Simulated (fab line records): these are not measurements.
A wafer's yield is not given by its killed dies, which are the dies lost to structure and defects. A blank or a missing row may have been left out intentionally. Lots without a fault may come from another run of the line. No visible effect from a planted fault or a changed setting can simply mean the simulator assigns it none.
fab line records ; flow nand_harc
record lots=14; wafers=42; last_day=24
route steps=1159 shown A_START@389 A_ONON_D1@436
lots that met no fault: taken from a fault-free run of the same line
start_h: the number of hours between the record's first day and the start of the first shown wafer of the lot ; wait_h: hours from the lot's prior step to this one ; " same as the row above ; L1.1+2: one row covering several wafers at once ; - value missing, or start not given ; * or withheld: withheld ; < > ~ a bound
route shown NAME@n: NAME is a module with steps in the file, n the number in the route of the first one ; usual: mean/standard deviation of fault-free wafers ; same: alike in all rows ; chamber/n: place in a boat ; sites: each site's reading ; _std_site: how widely they spread, as a standard deviation ; _edge_site: inner sites' mean taken away from outer sites' mean ; radius_mm: how far each site lies from the wafer's centre ; mask NAME#n: copy n ; behind: tool/chamber where the wafer was last shaped ; hold: what put the lot on hold/how long, in hours/how the hold closed ; device: whichever transistor did not switch (one of n, p or np) ; end of line: the tests these same wafers got at the end of their route ; for a step that has no rows: nothing shown but its recipe ; killed: at the first sort, the dies lost to defects and structure; wafer yield is something else ; map: a wafer's dies, x killed, . not, _ none there
set.NAME: the setting the step ran with; set.NAME@STEP: the setting that earlier step ran with ; model.NAME: the simulator's own value behind a step, which no gauge read
the route's steps for a sample of lots (tables are steps, rows are wafers)
services: a tool's chamber out of use, with start hour (start_h, from the record's first day; less than 0 if before it), hours out, and reason
## steps
# step NHARC_A_START_INSPECT_01
# usual raw_defect_count=3.6/1.6
lot.wafer;tool;chamber;start_h;wait_h;raw_defect_count
L616.4;defect_inspect-02;-;132.18;-;7
L616.5;defect_inspect-02;-;132.18;-;2
L616.6;defect_inspect-02;-;132.18;-;1
L617.4;defect_inspect-01;-;147.10;-;6
L617.5;defect_inspect-01;-;147.10;-;3
L617.6;defect_inspect-01;-;147.10;-;3
L619.1;defect_inspect-01;-;151.08;-;1
L619.2;defect_inspect-01;-;151.08;-;6
L619.6;defect_inspect-01;-;151.08;-;1
L621.2;defect_inspect-01;-;153.62;-;6
L621.5;defect_inspect-01;-;153.62;-;1
L621.6;defect_inspect-01;-;153.62;-;5
L620.1;defect_inspect-02;-;160.99;-;5
L620.2;defect_inspect-02;-;160.99;-;6
L620.5;defect_inspect-02;-;160.99;-;4
L623.2;defect_inspect-02;-;186.97;-;5
L623.4;defect_inspect-02;-;186.97;-;4
L623.6;defect_inspect-02;-;186.97;-;5
L624.1;defect_inspect-02;-;192.68;-;5
L624.4;defect_inspect-02;-;192.68;-;1
L624.5;defect_inspect-02;-;192.68;-;3
L627.1;defect_inspect-02;-;197.80;-;6
L627.3;defect_inspect-02;-;197.80;-;5
L627.6;defect_inspect-02;-;197.80;-;4
L626.1;defect_inspect-02;-;198.45;-;6
L626.2;defect_inspect-02;-;198.45;-;6
L626.3;defect_inspect-02;-;198.45;-;3
L632.1;defect_inspect-02;-;231.61;-;3
L632.3;defect_inspect-02;-;231.61;-;3
L632.6;defect_inspect-02;-;231.61;-;4
L634.2;defect_inspect-01;-;236.97;-;4
L634.3;defect_inspect-01;-;236.97;-;5
L634.4;defect_inspect-01;-;236.97;-;2
L635.1;defect_inspect-02;-;244.37;-;1
L635.3;defect_inspect-02;-;244.37;-;2
L635.6;defect_inspect-02;-;244.37;-;2
L636.1;defect_inspect-01;-;256.31;-;0
L636.3;defect_inspect-01;-;256.31;-;4
L636.4;defect_inspect-01;-;256.31;-;6
L638.2;defect_inspect-01;-;265.70;-;4
L638.4;defect_inspect-01;-;265.70;-;2
L638.6;defect_inspect-01;-;265.70;-;2
# step NHARC_A_ONON_D1_DEP_16
# recipe target_thk_a=10000; n2_flow_sccm=2750; n2o_flow_sccm=2000; nh3_flow_sccm=500; sih4_flow_sccm=210; temp_c=400
# usual sih4_flow_sccm=210.0/0.59
lot.wafer;tool;chamber;start_h;wait_h;sih4_flow_sccm
L616.4;pecvd_onon-04;0;166.09;0.2;209.3
L616.5;pecvd_onon-04;0;166.09;0.2;210.0
L616.6;pecvd_onon-04;0;166.09;0.2;209.0
L619.1;pecvd_onon-03;0;182.04;0.1;208.4
L619.2;pecvd_onon-03;0;182.04;0.1;209.5
L619.6;pecvd_onon-03;0;182.04;0.1;208.8
L617.4;pecvd_onon-04;0;182.23;0.2;209.4
L617.5;pecvd_onon-04;0;182.23;0.2;209.9
L617.6;pecvd_onon-04;0;182.23;0.2;208.5
L621.2;pecvd_onon-03;0;182.45;0.5;210.2
L621.5;pecvd_onon-03;0;182.45;0.5;210.7
L621.6;pecvd_onon-03;0;182.45;0.5;210.8
L620.1;pecvd_onon-04;0;194.31;0.1;209.7
L620.2;pecvd_onon-04;0;194.31;0.1;209.7
L620.5;pecvd_onon-04;0;194.31;0.1;210.2
L623.2;pecvd_onon-02;0;219.84;0.1;210.3
L623.4;pecvd_onon-02;0;219.84;0.1;210.0
L623.6;pecvd_onon-02;0;219.84;0.1;210.4
L624.1;pecvd_onon-04;0;227.92;0.1;211.2
L624.4;pecvd_onon-04;0;227.92;0.1;210.8
L624.5;pecvd_onon-04;0;227.92;0.1;210.0
L626.1;pecvd_onon-03;0;231.41;0.1;209.7
L626.2;pecvd_onon-03;0;231.41;0.1;210.3
L626.3;pecvd_onon-03;0;231.41;0.1;209.8
L627.1;pecvd_onon-04;0;231.43;0.1;209.7
L627.3;pecvd_onon-04;0;231.43;0.1;209.7
L627.6;pecvd_onon-04;0;231.43;0.1;210.4
L634.2;pecvd_onon-04;0;267.37;0.1;210.2
L634.3;pecvd_onon-04;0;267.37;0.1;209.7
L634.4;pecvd_onon-04;0;267.37;0.1;211.1
L632.1;pecvd_onon-03;0;267.66;0.4;209.8
L632.3;pecvd_onon-03;0;267.66;0.4;210.2
L632.6;pecvd_onon-03;0;267.66;0.4;210.9
L635.1;pecvd_onon-03;0;279.63;0.1;210.5
L635.3;pecvd_onon-03;0;279.63;0.1;210.1
L635.6;pecvd_onon-03;0;279.63;0.1;209.6
L636.1;pecvd_onon-02;0;289.52;0.1;209.9
L636.3;pecvd_onon-02;0;289.52;0.1;209.5
L636.4;pecvd_onon-02;0;289.52;0.1;210.5
L638.2;pecvd_onon-03;0;296.35;0.1;210.0
L638.4;pecvd_onon-03;0;296.35;0.1;209.4
L638.6;pecvd_onon-03;0;296.35;0.1;209.9
# step NHARC_A_ONON_D1_THK_MEAS_18
# recipe thk_meas_gauge=ellipsometry
# usual thk_nm=1001/8.7
lot.wafer;tool;chamber;start_h;wait_h;thk_nm
L616.4;film_metro-02;-;166.42;-;1007
L616.5;film_metro-02;-;166.42;-;1009
L616.6;film_metro-02;-;166.42;-;1009
L619.1;film_metro-02;-;182.55;-;987
L619.2;film_metro-02;-;182.55;-;987
L619.6;film_metro-02;-;182.55;-;987
L617.4;film_metro-01;-;182.56;-;991
L617.5;film_metro-01;-;182.56;-;990
L617.6;film_metro-01;-;182.56;-;989
L621.2;film_metro-02;-;182.90;-;1005
L621.5;film_metro-02;-;182.90;-;1004
L621.6;film_metro-02;-;182.90;-;1004
L620.1;film_metro-02;-;194.82;-;1003
L620.2;film_metro-02;-;194.82;-;1003
L620.5;film_metro-02;-;194.82;-;1003
L623.2;film_metro-02;-;220.29;-;1007
L623.4;film_metro-02;-;220.29;-;1004
L623.6;film_metro-02;-;220.29;-;1004
L624.1;film_metro-02;-;228.43;-;1009
L624.4;film_metro-02;-;228.43;-;1009
L624.5;film_metro-02;-;228.43;-;1008
L626.1;film_metro-02;-;231.92;-;1001
L626.2;film_metro-02;-;231.92;-;1003
L626.3;film_metro-02;-;231.92;-;1002
L627.1;film_metro-01;-;231.94;-;642
L627.3;film_metro-01;-;231.94;-;1000
L627.6;film_metro-01;-;231.94;-;1000
L634.2;film_metro-02;-;267.82;-;646
L634.3;film_metro-02;-;267.82;-;1000
L634.4;film_metro-02;-;267.82;-;1000
L632.1;film_metro-02;-;268.17;-;996
L632.3;film_metro-02;-;268.17;-;995
L632.6;film_metro-02;-;268.17;-;995
L635.1;film_metro-01;-;280.14;-;999
L635.3;film_metro-01;-;280.14;-;999
L635.6;film_metro-01;-;280.14;-;997
L636.1;film_metro-01;-;290.03;-;992
L636.3;film_metro-01;-;290.03;-;991
L636.4;film_metro-01;-;290.03;-;994
L638.2;film_metro-01;-;296.80;-;984
L638.4;film_metro-01;-;296.80;-;984
L638.6;film_metro-01;-;296.80;-;985
# step NHARC_A_ONON_D1_DEP_33
# recipe target_thk_a=2000; temp_c=400; pressure_torr=6.5; rf_w=900; teos_flow_sccm=161.4; flow_sccm=2650; target_thk_nm=200; gas=O2; material=SiO2
# usual heater_power_w=558/92; throttle_valve_pct=15.8/0.43
lot.wafer;tool;chamber;start_h;wait_h;heater_power_w;throttle_valve_pct
L616.4;pecvd-01;2;168.86;0.2;560;16.0
L616.6;pecvd-01;0;168.86;0.2;513;16.0
L616.5;pecvd-01;1;168.86;0.2;449;15.7
L619.1;pecvd-01;2;184.88;0.1;664;16.3
L619.2;pecvd-01;1;184.88;0.1;473;15.6
L619.6;pecvd-01;2;184.88;0.1;660;16.0
L617.4;pecvd-02;2;185.22;0.3;514;15.1
L617.5;pecvd-02;0;185.22;0.3;732;16.1
L617.6;pecvd-02;2;185.22;0.3;512;15.3
L621.2;pecvd-01;0;185.30;0.1;574;15.9
L621.5;pecvd-01;2;185.30;0.1;685;15.9
L621.6;pecvd-01;1;185.30;0.1;504;15.5
L620.1;pecvd-02;2;197.14;0.1;527;15.3
L620.2;pecvd-02;0;197.14;0.1;669;15.8
L620.5;pecvd-02;0;197.14;0.1;688;15.9
L623.2;pecvd-04;1;223.21;0.3;521;15.4
L623.6;pecvd-04;1;223.21;0.3;543;15.3
L623.4;pecvd-04;0;223.21;0.3;360;15.4
L624.1;pecvd-01;1;230.75;0.1;418;16.0
L624.4;pecvd-01;1;230.75;0.1;438;15.7
L624.5;pecvd-01;2;230.75;0.1;645;16.4
L626.2;pecvd-04;1;234.25;0.1;469;15.2
L626.1;pecvd-04;2;234.25;0.1;621;16.3
L626.3;pecvd-04;0;234.25;0.1;425;15.4
L627.3;pecvd-02;2;234.29;0.1;465;15.2
L627.1;pecvd-02;1;234.29;0.1;636;15.4
L627.6;pecvd-02;1;234.29;0.1;650;15.2
L634.2;pecvd-01;1;270.35;0.1;493;15.9
L634.3;pecvd-01;1;270.35;0.1;516;15.9
L634.4;pecvd-01;0;270.35;0.1;671;15.9
L632.3;pecvd-04;2;270.69;0.1;679;16.7
L632.1;pecvd-04;0;270.69;0.1;438;15.7
L632.6;pecvd-04;0;270.69;0.1;441;15.6
L635.3;pecvd-02;0;282.46;0.1;675;16.3
L635.1;pecvd-02;1;282.46;0.1;576;14.9
L635.6;pecvd-02;2;282.46;0.1;496;15.5
L636.3;pecvd-01;0;292.40;0.1;538;16.4
L636.1;pecvd-01;2;292.40;0.1;636;16.1
L636.4;pecvd-01;2;292.40;0.1;649;16.5
L638.2;pecvd-04;1;299.19;0.1;475;15.5
L638.4;pecvd-04;1;299.19;0.1;475;15.1
L638.6;pecvd-04;1;299.19;0.1;483;15.5
## services
tool;chamber;start_h;hours;kind
pecvd-02;1;146.29;48.7;repair
pecvd-02;-;153.00;13.0;pm
pecvd-02;0;153.00;13.0;vent_cycle
pecvd-02;2;153.00;13.0;vent_cycle
pecvd_onon-03;-;153.12;13.0;pm
pecvd-02;0;166.00;-;clean
pecvd-02;2;166.00;-;clean
pecvd-02;-;166.20;3.0;repair
pecvd-01;-;185.65;0.9;repair
pecvd-01;-;186.91;2.0;repair
pecvd-04;-;195.00;13.0;pm
pecvd-01;-;237.21;13.0;pm
pecvd-01;0;237.21;13.0;vent_cycle
pecvd-01;1;237.21;13.0;vent_cycle
pecvd-01;2;237.21;13.0;vent_cycle
pecvd_onon-04;-;237.34;13.0;pm
pecvd-04;2;237.95;12.5;repair
pecvd-02;-;243.43;2.9;repair
pecvd-01;0;250.21;-;clean
pecvd-01;1;250.21;-;clean
pecvd-01;2;250.21;-;clean
pecvd-01;2;263.70;19.5;repair
pecvd-04;2;289.92;14.7;repair
pecvd_onon-02;-;292.00;13.0;pm
## key
first_sign step=NHARC_A_ONON_D1_THK_MEAS_18; reading=thk_nm; direction=down; sigmas=41; usual=1001; struck=644
effect none on later readings
met_at NHARC_A_ONON_D1_DEP_16
struck_lots L627,L634
struck_wafers L627.1,L634.2
later_rows_left_out L627.1,L634.2
sort_left_out L627.1,L634.2
tester_left_out L627,L634
not_acting_at NHARC_A_START_INSPECT_01,NHARC_A_ONON_D1_DEP_33
onset_between 227.92 231.43
fault kind=process_parameter_drift; tool=pecvd_onon-04; chamber=-; onset_h=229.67; steps=NHARC_A_ONON_D1_DEP_16; channel=target_thk_a; offset=*; shape=step; end_h=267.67; scope=struck_wafers_only; acts_in=*; stated=*
# tester_left_out: of these lots the tester's yield and bins aren't shown, on N5 and GAA mostly nor the transistor test; their killed dies are dies lost to structure and defects alone, not to doping, threshold or leakage, so they don't give the yield
# sort_left_out: the simulated sort isn't trusted on such a fault, so these wafers' sort isn't shown, and their yield isn't known
# later_rows_left_out: the simulator's readings of these wafers behind a module that went badly wrong aren't trusted and aren't shown, but for the sort
